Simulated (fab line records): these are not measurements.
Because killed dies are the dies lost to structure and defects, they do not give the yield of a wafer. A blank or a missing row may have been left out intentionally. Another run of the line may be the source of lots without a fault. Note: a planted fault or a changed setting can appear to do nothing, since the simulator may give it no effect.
Matching of chambers / flow nand_harc / NHARC_A_CHANNEL_FILL_D1_CMP_10 on cmp-04: 4 sister chambers
The step polishes, target thk 150 nm. 16 wafers are shown with their chamber, then 8 later ones without.

== EACH WAFER AND ITS CHAMBER ==
wafer=L075.2; chamber=1; motor_current_A (A)=12.3; time_to_endpoint_s (s)=18; slurry_flow_ml_min=149.6
wafer=L075.3; chamber=3; motor_current_A (A)=12.8; time_to_endpoint_s (s)=19; slurry_flow_ml_min=149.8
wafer=L075.4; chamber=0; motor_current_A (A)=11.4; time_to_endpoint_s (s)=21; slurry_flow_ml_min=150.2
wafer=L078.2; chamber=3; motor_current_A (A)=11.8; time_to_endpoint_s (s)=15; slurry_flow_ml_min=150.2
wafer=L078.5; chamber=3; motor_current_A (A)=11.9; time_to_endpoint_s (s)=17; slurry_flow_ml_min=150.3
wafer=L078.6; chamber=0; motor_current_A (A)=12.1; time_to_endpoint_s (s)=17; slurry_flow_ml_min=149.6
wafer=L081.1; chamber=1; motor_current_A (A)=12.9; time_to_endpoint_s (s)=13; slurry_flow_ml_min=149.5
wafer=L081.3; chamber=3; motor_current_A (A)=12.4; time_to_endpoint_s (s)=16; slurry_flow_ml_min=149.4
wafer=L081.4; chamber=2; motor_current_A (A)=9.3; time_to_endpoint_s (s)=12; slurry_flow_ml_min=150.7
wafer=L083.1; chamber=1; motor_current_A (A)=12.4; time_to_endpoint_s (s)=15; slurry_flow_ml_min=150.4
wafer=L083.4; chamber=0; motor_current_A (A)=12.1; time_to_endpoint_s (s)=19; slurry_flow_ml_min=149.7
wafer=L083.6; chamber=3; motor_current_A (A)=12.5; time_to_endpoint_s (s)=19; slurry_flow_ml_min=150.8
wafer=L088.1; chamber=1; motor_current_A (A)=12.9; time_to_endpoint_s (s)=14; slurry_flow_ml_min=150.1
wafer=L088.5; chamber=2; motor_current_A (A)=9.4; time_to_endpoint_s (s)=15; slurry_flow_ml_min=150.4
wafer=L088.6; chamber=3; motor_current_A (A)=12.3; time_to_endpoint_s (s)=16; slurry_flow_ml_min=149.9
wafer=L090.3; chamber=2; motor_current_A (A)=9.3; time_to_endpoint_s (s)=16; slurry_flow_ml_min=150.9

SIGNATURES, as means of the wafers listed above
reading=motor_current_A; chamber 0=11.867; chamber 1=12.625; chamber 2=9.333; chamber 3=12.283; scatter within a chamber=0.335
reading=time_to_endpoint_s; chamber 0=19.00; chamber 1=15.00; chamber 2=14.33; chamber 3=17.00; scatter within a chamber=1.93
reading=slurry_flow_ml_min; chamber 0=149.833; chamber 1=149.900; chamber 2=150.667; chamber 3=150.067; scatter within a chamber=0.411
Rule: for a wafer and a chamber, the distance is found by dividing, reading by reading, the gap between the wafer's reading and the chamber's mean by the reading's scatter, squaring, summing and taking the root. The wafer belongs to the nearest chamber; if the next one is less than 2 further off, it can't be placed. The scatter: take each reading less its chamber's mean, square it, sum over the shown wafers, divide by the number of wafers less the number of chambers, and take the root.

== WAFERS MISSING THEIR CHAMBER ==
wafer=L090.5; motor_current_A (A)=12.4; time_to_endpoint_s (s)=18; slurry_flow_ml_min=150.0
wafer=L090.6; motor_current_A (A)=11.5; time_to_endpoint_s (s)=18; slurry_flow_ml_min=150.3
wafer=L095.2; motor_current_A (A)=12.8; time_to_endpoint_s (s)=14; slurry_flow_ml_min=149.1
wafer=L095.4; motor_current_A (A)=8.9; time_to_endpoint_s (s)=14; slurry_flow_ml_min=150.4
wafer=L095.5; motor_current_A (A)=12.8; time_to_endpoint_s (s)=12; slurry_flow_ml_min=150.5
wafer=L097.2; motor_current_A (A)=11.6; time_to_endpoint_s (s)=21; slurry_flow_ml_min=150.5
wafer=L097.3; motor_current_A (A)=12.1; time_to_endpoint_s (s)=20; slurry_flow_ml_min=149.4
wafer=L097.5; motor_current_A (A)=11.8; time_to_endpoint_s (s)=20; slurry_flow_ml_min=150.3

== WHICH CHAMBER EACH WENT THROUGH ==
wafer=L090.5; from the rows above=can't be placed: 3 or 1 or 0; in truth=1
wafer=L090.6; from the rows above=can't be placed: 0 or 3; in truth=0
wafer=L095.2; from the rows above=can't be placed: 1 or 3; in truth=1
wafer=L095.4; from the rows above=2; in truth=2
wafer=L095.5; from the rows above=can't be placed: 1 or 3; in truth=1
wafer=L097.2; from the rows above=can't be placed: 0 or 3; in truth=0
wafer=L097.3; from the rows above=can't be placed: 0 or 3 or 1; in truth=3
wafer=L097.5; from the rows above=can't be placed: 0 or 3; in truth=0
Placed correctly: 1 of 8. Unplaceable from these rows: 7, with the true chamber sitting among the candidates in 7. Placed wrongly: 0.
